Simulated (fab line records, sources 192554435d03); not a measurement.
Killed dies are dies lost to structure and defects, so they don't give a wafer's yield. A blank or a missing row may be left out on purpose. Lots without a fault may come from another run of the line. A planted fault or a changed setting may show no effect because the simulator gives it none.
fab line records | flow n5_finfet
record lots=4 wafers=12 last_day=17
route steps=1938 shown PMOS_HMC_CHANNEL_EPI@71 FIN_SAQP@90 FIN_CUT@165 BEOL_M4@1111 PASSIVATION@1936
lots that met no fault: from a run of the same line without faults
start_h: hours from the record's first day to the start of the lot's first wafer shown | wait_h: hours since the lot's step before | " the same as in the row above | L1.1+2: a row that stands for several wafers | - no value, or no start given | * or withheld: withheld | < > ~ a bound
route shown NAME@n: a module of which the file shows steps, and the number in the route of the first | usual: mean/standard deviation of fault-free wafers | same: alike in all rows | chamber/n: place in a boat | sites: the reading at each site | _std_site: their standard deviation | _edge_site: outer sites' mean less inner sites' | radius_mm: how far each site lies from the wafer's centre | mask NAME#n: copy n | behind: the tool/chamber that last shaped the wafer | hold: why the lot was held/for how many hours/how that ended | device: the transistor (n, p or np) that didn't switch | end of line: the same wafers' tests at the end of the route | a step without rows: its recipe alone | killed: dies lost to structure and defects at the first sort, not the wafer's yield | map: a wafer's dies, x killed, . not, _ none there
set.NAME: the setting as run; set.NAME@STEP: as run at that earlier step | model.NAME: the simulator's own value behind a step, which no gauge read
lots at some steps of the route; a table a step, a row a wafer
services: from which hour (start_h, from the record's first day; less than 0 if before it) a tool's chamber was out of use, for how many hours, and why
## steps
# step N5_PMOS_HMC_CHANNEL_EPI_STRIP_33
# recipe chemistry=N2/H2 power_w=500 temp_c=40 pressure_mtorr=50 rf_frequency_hz=6e+07 overash_fraction=0.3 bias_power_w=8 h2_frac=0.5 n2_flow_sccm=300 h2_flow_sccm=300
# step N5_PMOS_HMC_CHANNEL_EPI_STRIP_17
# recipe chemistry=SPM time_s=750 temp_c=130 h2so4_h2o2_vol_ratio=4 dry=ipa_marangoni
# step N5_PMOS_HMC_CHANNEL_EPI_ETCH_38
# recipe chemistry=CF4 target=SiO2 target_depth_a=15 ion_energy_ev=350 pressure_mtorr=10 icp_w=800 bias_w=400 cf4_flow_sccm=80
# step N5_PMOS_HMC_CHANNEL_EPI_FIN_RECESS_16
# recipe chemistry=HBr/Cl2 target=Si mask_material=SiO2 target_depth_a=540 time_s=18 pressure_mtorr=10 icp_w=800 bias_w=75 HBr_flow_sccm=150 Cl2_flow_sccm=80
# step N5_PMOS_HMC_CHANNEL_EPI_PRECLEAN_36
# recipe chemistry=O3/DIW time_s=45 temp_c=22 o3_ppm=10
# step N5_PMOS_HMC_CHANNEL_EPI_PRECLEAN_18
# recipe chemistry=DHF time_s=30 temp_c=25 dilution=withheld
# step N5_PMOS_HMC_CHANNEL_EPI_SRD_19
# recipe dry=ipa_marangoni do_ppb=5 time_s=30 temp_c=23 rinse_liquid=diw
# step N5_PMOS_HMC_CHANNEL_EPI_EPI_20
# recipe material=SiGe30 mask_material=SiO2 pressure_torr=20 target_thk_a=590 temp_c=600
# step N5_PMOS_HMC_CHANNEL_EPI_HM_STRIP_35
# recipe chemistry=dHF temp_c=25 material=SiO2 target=SiO2 target_depth_a=396 time_s=216
# step N5_PMOS_HMC_CHANNEL_EPI_SRD_39
# recipe dry=ipa_marangoni time_s=30 temp_c=23 rinse_liquid=diw
# step N5_PMOS_HMC_CHANNEL_EPI_CMP_21
# recipe material=SiGe30 post_cmp_clean=alkaline_brush target_thk_nm=54
# step N5_PMOS_HMC_CHANNEL_EPI_PRECLEAN_40
# recipe chemistry=DHF time_s=30 temp_c=25 dilution=withheld
# columns lot.wafer tool chamber start_h wait_h
L313.1+2+4 wet_bench-03 1,2,4 57.46 0.0
L320.2+4+5 wet_bench-03 0,5,1 98.27 0.0
L322.2+3+4 wet_bench-03 3,5,4 110.30 0.0
L329.2+3+6 wet_bench-02 3,5,6 151.83 0.0
# step N5_PMOS_HMC_CHANNEL_EPI_PRECLEAN_37
# recipe chemistry=O3/DIW time_s=45 temp_c=22 o3_ppm=10
# step N5_PMOS_HMC_CHANNEL_EPI_PRECLEAN_24
# recipe chemistry=DHF time_s=30 temp_c=25 dilution=withheld
# step N5_PMOS_HMC_CHANNEL_EPI_SRD_25
# recipe dry=ipa_marangoni do_ppb=5 time_s=30 temp_c=23 rinse_liquid=diw
# step N5_PMOS_HMC_CHANNEL_EPI_EPI_26
# recipe material=Si target_thk_a=38 temp_c=650 precursor=SiH4/H2 pressure_torr=20 time_s=22.7
# step N5_PMOS_HMC_CHANNEL_EPI_INSPECT_30
# recipe inspect_instrument=darkfield mode=post_epi
# usual raw_defect_count=17/6.5
# columns lot.wafer tool chamber start_h wait_h raw_defect_count
L313.1 defect_inspect-01 - 58.02 0.0 21
L313.2 " - " " 23
L313.4 " - " " 18
L320.2 defect_inspect-01 - 98.83 0.0 298
L320.4 " - " " 305
L320.5 " - " " 297
L322.2 defect_inspect-02 - 110.86 0.0 328
L322.3 " - " " 288
L322.4 " - " " 285
L329.2 defect_inspect-02 - 152.38 0.0 31
L329.3 " - " " 12
L329.6 " - " " 8
# step N5_FIN_SAQP_PRECLEAN_42
# recipe chemistry=O3/DIW time_s=60 temp_c=22 o3_ppm=10
# step N5_FIN_SAQP_PRECLEAN_00
# recipe chemistry=SC1 time_s=60 temp_c=55 mix=1:2:50
# step N5_FIN_SAQP_PRECLEAN_44
# recipe chemistry=SC2 time_s=45 temp_c=35 mix=1:1:50
# step N5_FIN_SAQP_SRD_01
# recipe dry=ipa_marangoni time_s=30 temp_c=23 rinse_liquid=diw
# step N5_FIN_SAQP_ALD_61
# recipe material=SiO2 target_thk_a=40 temp_c=300 ald_precursor_family=BDEAS ald_co_reactant=O2-plasma pulse_time_s=1 purge_time_s=2 co_reactant_purge_time_s=2 ald_cycles=43 pressure_torr=2
# step N5_FIN_SAQP_DENSIFY_62
# recipe temp_c=700 time_s=60 ambient=N2 idle_temp_c=600 ramp_up_c_per_s=150 ramp_down_c_per_s=60 cool_to_c=600
# step N5_FIN_SAQP_HM_DEP_03
# recipe material=SiNx target_thk_a=380 temp_c=400 precursor=SiH4/NH3/N2 pressure_torr=1.5 rf_w=300 time_s=33.6
# step N5_FIN_SAQP_PECVD_47
# recipe material=a-Si target_thk_a=450 temp_c=400 precursor=SiH4/He pressure_torr=3 rf_w=100 time_s=36.3
# step N5_FIN_SAQP_PECVD_48
# recipe material=SiNx target_thk_a=250 temp_c=400 precursor=SiH4/NH3/N2 pressure_torr=1.5 rf_w=300 time_s=22.1
# step N5_FIN_SAQP_PECVD_06
# recipe material=a-Si target_thk_a=600 temp_c=400 precursor=SiH4/He pressure_torr=3 rf_w=100 time_s=48.1
# step N5_FIN_SAQP_HM_DEP_72
# recipe material=SiO2 target_thk_a=120 temp_c=400 precursor=SiH4/N2O pressure_torr=0.75 rf_w=275 time_s=7.2
# step N5_FIN_SAQP_COAT_49
# recipe resist=SOC temp_c=250 time_s=60 spin_rpm=1500 resist_thk_nm=100
# step N5_FIN_SAQP_COAT_50
# recipe resist=SiARC temp_c=220 time_s=60 spin_rpm=1500 resist_thk_nm=35
# step N5_FIN_SAQP_COAT_10
# recipe resist=CAR-ArF spin_rpm=1500 resist_thk_nm=90
# step N5_FIN_SAQP_EBR_12
# recipe solvent=PGMEA ebr_width_mm=1.5
# step N5_FIN_SAQP_SOFTBAKE_11
# recipe temp_c=110 time_s=60 resist=CAR-ArF
# step N5_FIN_SAQP_EXPOSE_13
# recipe mask_id=FIN_CORE na=1.35 source_shape=dipole sigma_inner=0.538 sigma_outer=0.738 polarization=te target_cd_nm=35.6 dose_mj=63.25
# step N5_FIN_SAQP_PEB_14
# recipe peb_temp_c=withheld peb_time_s=60 resist=CAR-ArF
# step N5_FIN_SAQP_DEVELOP_15
# recipe develop_time_s=30 developer=TMAH resist=CAR-ArF dev_temp_c=23 rinse_liquid=diw dry=air_spin
# step N5_FIN_SAQP_INSPECT_40
# recipe inspect_instrument=brightfield mode=aei
# usual raw_defect_count=221/57
# columns lot.wafer tool chamber start_h wait_h raw_defect_count
L313.1 defect_inspect-02 - 64.58 0.0 206
L313.2 " - " " 205
L313.4 " - " " 138
L320.2 defect_inspect-02 - 104.53 0.0 528
L320.4 " - " " 525
L320.5 " - " " 441
L322.2 defect_inspect-01 - 117.05 0.0 561
L322.3 " - " " 526
L322.4 " - " " 486
L329.2 defect_inspect-01 - 161.51 0.0 237
L329.3 " - " " 247
L329.6 " - " " 290
# step N5_FIN_CUT_INSPECT_10
# recipe mode=adi inspect_instrument=brightfield
# usual raw_defect_count=39/10
# columns lot.wafer tool chamber start_h wait_h raw_defect_count
L313.1 defect_inspect-02 - 64.98 0.1 33
L313.2 " - " " 33
L313.4 " - " " 19
L320.2 defect_inspect-02 - 104.93 0.0 326
L320.4 " - " " 320
L320.5 " - " " 294
L322.2 defect_inspect-02 - 117.46 0.0 361
L322.3 " - " " 316
L322.4 " - " " 316
L329.2 defect_inspect-01 - 162.02 0.0 36
L329.3 " - " " 39
L329.6 " - " " 34
# step N5_FIN_CUT_INSPECT_17
# recipe inspect_instrument=brightfield mode=aei
# usual raw_defect_count=226/55
# columns lot.wafer tool chamber start_h wait_h raw_defect_count
L313.1 defect_inspect-02 - 65.92 0.0 221
L313.2 " - " " 188
L313.4 " - " " 139
L320.2 defect_inspect-01 - 106.34 0.0 527
L320.4 " - " " 519
L320.5 " - " " 437
L322.2 defect_inspect-01 - 118.41 0.0 538
L322.3 " - " " 511
L322.4 " - " " 484
L329.2 defect_inspect-01 - 163.33 0.0 244
L329.3 " - " " 252
L329.6 " - " " 258
# step N5_BEOL_M4_RC_MEAS_101
# usual DIBL_N=35.7/1.3 DIBL_P=35.4/1.8 IOFF_N=0.152/0.027 IOFF_P=0.20/0.034 ION_N=672/9.8 ION_P=461/7.5 SS_N=71.4/0.55 SS_P=73.1/0.61 VT_N=251/3.3 VT_P=-251/3.6
# columns lot.wafer tool chamber start_h wait_h DIBL_N[mV/V] DIBL_P[mV/V] IOFF_N[nA/um] IOFF_P[nA/um] ION_N[uA/um] ION_P[uA/um] SS_N[mV/dec] SS_P[mV/dec] VT_N[mV] VT_P[mV]
L313.1 prober-02 0 200.27 0.0 35.6 37.1 0.164 0.24 684 474 70.8 73.0 247 -245
L313.2 " 0 " " 34.1 34.2 0.130 0.18 675 462 70.5 72.3 253 -247
L313.4 " 0 " " 34.6 35.8 0.146 0.21 675 464 71.0 72.0 249 -247
L320.2 prober-02 0 241.49 0.4 35.9 35.9 0.141 0.19 665 454 71.2 73.2 253 -252
L320.4 " 0 " " 37.2 36.9 0.161 0.21 675 454 72.1 73.0 250 -253
L320.5 " 0 " " 34.6 33.9 0.126 0.17 658 454 71.0 72.2 255 -256
L322.2 prober-01 0 256.24 0.2 38.1 37.4 0.178 0.22 667 456 71.9 74.0 248 -251
L322.3 " 0 " " 37.8 36.4 0.179 0.20 676 455 72.1 74.4 249 -253
L322.4 " 0 " " 35.4 34.7 0.144 0.17 678 452 71.8 72.4 249 -255
L329.2 prober-01 0 308.32 0.2 36.9 37.5 0.164 0.22 682 465 71.1 73.7 249 -254
L329.3 " 0 " " 35.3 35.2 0.132 0.17 670 456 70.9 73.0 252 -253
L329.6 " 0 " " 36.3 36.8 0.148 0.20 674 459 71.1 73.7 252 -251
# step N5_PASSIVATION_PROBE_49
# usual defect_limited_yield=91.5/1.3 killed_at_M0_to_M3=33/11 killed_at_M4_up=14/5.3 killed_at_contacts=11/6.3 killed_at_front_end=38/10 killed_at_other=3.7/2.8 killed_dies=101/16 killed_on_rim=13/3.4 killed_open=67/12 killed_short=32/7.4 sort_bin_5_function=5.0/0.86 sort_bin_6_memory=3.2/0.69 sort_n_pass=1079/16 sort_yield_pct=91.5/1.3
# same gross_dies=1180 killed_at_back_side=0 sort_bin_4_leakage[%]=0 sort_bin_8_speed[%]=0
# columns lot.wafer tool chamber start_h wait_h defect_limited_yield[%] killed_at_M0_to_M3 killed_at_M4_up killed_at_contacts killed_at_front_end killed_at_other killed_dies killed_on_rim killed_open killed_short sort_bin_5_function[%] sort_bin_6_memory[%] sort_n_pass sort_yield_pct[%]
L320.2 prober-02 - 350.50 0.1 83.0 26 12 5 153 5 201 11 65 33 11.0 4.4 979 83.0
L320.4 prober-02 - 350.60 0.2 84.7 28 14 8 130 1 181 10 43 38 8.9 4.3 999 84.7
L320.5 prober-02 - 350.65 0.2 89.8 36 13 5 66 0 120 23 46 34 6.2 2.9 1060 89.8
L322.2 prober-01 - 356.46 0.1 82.9 21 12 6 158 5 202 13 59 36 11.0 4.5 978 82.9
L322.3 prober-01 - 356.51 0.1 84.1 20 13 4 144 7 188 14 63 26 11.8 2.9 992 84.1
L322.4 prober-01 - 356.56 0.2 86.7 23 10 8 115 1 157 26 59 25 8.2 3.7 1023 86.7
# killed by level:class
L320.2 PMOS_HMC_CHANNEL_EPI:unspecified=103 FIN_SAQP:geometric_particle:open=11 DUMMY_GATE:geometric_particle:open=10 BEOL_M1:geometric_particle:open=10 FIN_SAQP:geometric_particle:short=8 BEOL_M0_SAQP:geometric_particle:open=7 BEOL_M4:geometric_particle:open=7 STI_FIN_REVEAL:geometric_particle:open=6
L320.4 PMOS_HMC_CHANNEL_EPI:unspecified=100 FIN_SAQP:geometric_particle:short=15 BEOL_M0_SAQP:geometric_particle:short=9 BEOL_M0_SAQP:geometric_particle:open=8 FIN_SAQP:geometric_particle:open=7 MOL_CONTACT_COAG:geometric_particle:open=6 BEOL_M4:geometric_particle:open=5 BEOL_M1:geometric_particle:open=3
L320.5 PMOS_HMC_CHANNEL_EPI:unspecified=40 BEOL_M0_SAQP:geometric_particle:short=10 BEOL_M1:geometric_particle:open=9 DUMMY_GATE:geometric_particle:open=6 BEOL_M3:geometric_particle:short=5 FIN_SAQP:geometric_particle:open=4 FIN_SAQP:geometric_particle:short=4 STI_FIN_REVEAL:geometric_particle:open=4
L322.2 PMOS_HMC_CHANNEL_EPI:unspecified=105 FIN_SAQP:geometric_particle:open=17 FIN_SAQP:geometric_particle:short=12 STI_FIN_REVEAL:geometric_particle:open=9 MOL_CONTACT_COAG:geometric_particle:open=6 BEOL_M1:geometric_particle:open=5 BEOL_M0_SAQP:geometric_particle:short=4 BEOL_M2:geometric_particle:open=4
L322.3 PMOS_HMC_CHANNEL_EPI:unspecified=97 FIN_SAQP:geometric_particle:open=15 STI_FIN_REVEAL:geometric_particle:open=10 BEOL_M2:geometric_particle:open=8 FIN_SAQP:geometric_particle:short=7 STARTING-WAFER:geometric_particle:short=5 BEOL_M0_SAQP:geometric_particle:open=5 MOL_CONTACT_COAG:geometric_particle:open=4
L322.4 PMOS_HMC_CHANNEL_EPI:unspecified=72 STI_FIN_REVEAL:geometric_particle:open=13 FIN_SAQP:geometric_particle:short=10 BEOL_M3:geometric_particle:open=9 FIN_SAQP:geometric_particle:open=8 MOL_CONTACT_COAG:geometric_particle:open=6 BEOL_M2:geometric_particle:open=6 BEOL_M0_SAQP:geometric_particle:open=5
# map L320.2 (x killed, . not)
_________________.x..........________________
______________.........x...xx..._____________
___________.xx............x......x.__________
__________..............xxx.x...x..._________
________.................xxxx..x......_______
_______.x......xx.....xxxxxxxxxx.......______
______......x.........xxxxxxxxxxxxx....._____
_____......x......xx.xxxxxxxxxxxxxxx....x____
____..........x.......xxxxxxxxxxxx..x.....___
___.........x..x..x.xxxxxxxxxxxxxxx........__
___.x.......x..........xxxxxxxxxx.x.x.x....__
__.......x..............xxxxxxxxxx........x._
__......................xxxxxx.x.....x......_
_....x..x.........xx.xxxx.xx.xx.......x......
_.....x..........x......x...xx......x........
_x..........................x...x............
_.............x.x...........x....x.....x...x.
_.................x.....x....x.x...x.........
_..................xx........................
_.x...x.............x.....x......x...........
_......x................x......x.............
__.....................................x...._
__.....x....x.......x.....................x._
___...................x....................__
___....................x..x................__
____..............x....x.....x............___
_____.................x...........x......____
______......x.........x...xx............_____
_______................x...............______
________......xx.x...............x...x_______
__________...........x........x....._________
___________...........x....x.......__________
______________.................._____________
_________________............________________
# map L322.2 (x killed, . not)
_________________...........x________________
______________..........x.....x._____________
___________..............x.........__________
__________..x.............x........._________
________x.............x.....x.....x..._______
_______.x.........x..................x.______
______............xx................xx.._____
_____x.......................x.x......x..____
____............................x....x....___
___x......x..x....x............xx.....x....__
___...x............x..x.x..x.xxx....xx.....__
__.........x...............x.xxxx.x..x......_
__......................x.x.xxxxxxx...xx...._
_..........x.....x.x...x..xxxxxxxxxxxxx.x....
_.....................xxxxxxxxxxxxxxxx......x
_x.x..............x....x.xxxxxxxxxxx.........
_...........x.........x...xxxxxxxxxxx........
_..xx...x..x..............xxxxxxxxxxxxx......
_............xx............xxxxxxxxx.........
_.....x...........x..x...x..xxxxxx.x.........
_.....xx....x....x.........xx.x.xxxx.........
__........................x.....x....x....x._
__......x...................xx.x.....x..x..._
___..........x......................x......__
___.....x........................x.........__
____......................................___
_____..........x.........x.............x.____
______........x......x..x..............._____
_______.......x........................______
________.......................x......_______
__________.....x.............x......_________
___________....x.....x.............__________
______________.............x...._____________
_________________.x....x.x...________________
## services
# columns tool chamber start_h hours kind
wet_bench-03 - 69.50 1.9 pm
wet_bench-02 - 89.82 1.7 repair
## key
first_sign step=N5_PMOS_HMC_CHANNEL_EPI_INSPECT_30 reading=raw_defect_count direction=up sigmas=44 usual=17 struck=300
effect step=N5_FIN_SAQP_INSPECT_40 reading=raw_defect_count direction=up sigmas=5.1 usual=221 struck=511
effect step=N5_FIN_CUT_INSPECT_10 reading=raw_defect_count direction=up sigmas=28 usual=39 struck=322
effect step=N5_FIN_CUT_INSPECT_17 reading=raw_defect_count direction=up sigmas=5.1 usual=226 struck=503
effect step=N5_PASSIVATION_PROBE_49 reading=killed_at_front_end direction=up sigmas=8.8 usual=38 struck=128
more_kills_born_at N5_PMOS_HMC_CHANNEL_EPI_PRECLEAN_40@wet_bench-03=517
met_at N5_PMOS_HMC_CHANNEL_EPI_PRECLEAN_40
struck_wafers L320.2,L320.4,L320.5,L322.2,L322.3,L322.4
onset_between 57.46 98.27
fault kind=chamber_particle_source tool=wet_bench-03 chamber=- onset_h=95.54 steps=N5_PMOS_HMC_CHANNEL_EPI_PRECLEAN_40 rate_per_visit_cm2=0.44126 end_h=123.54
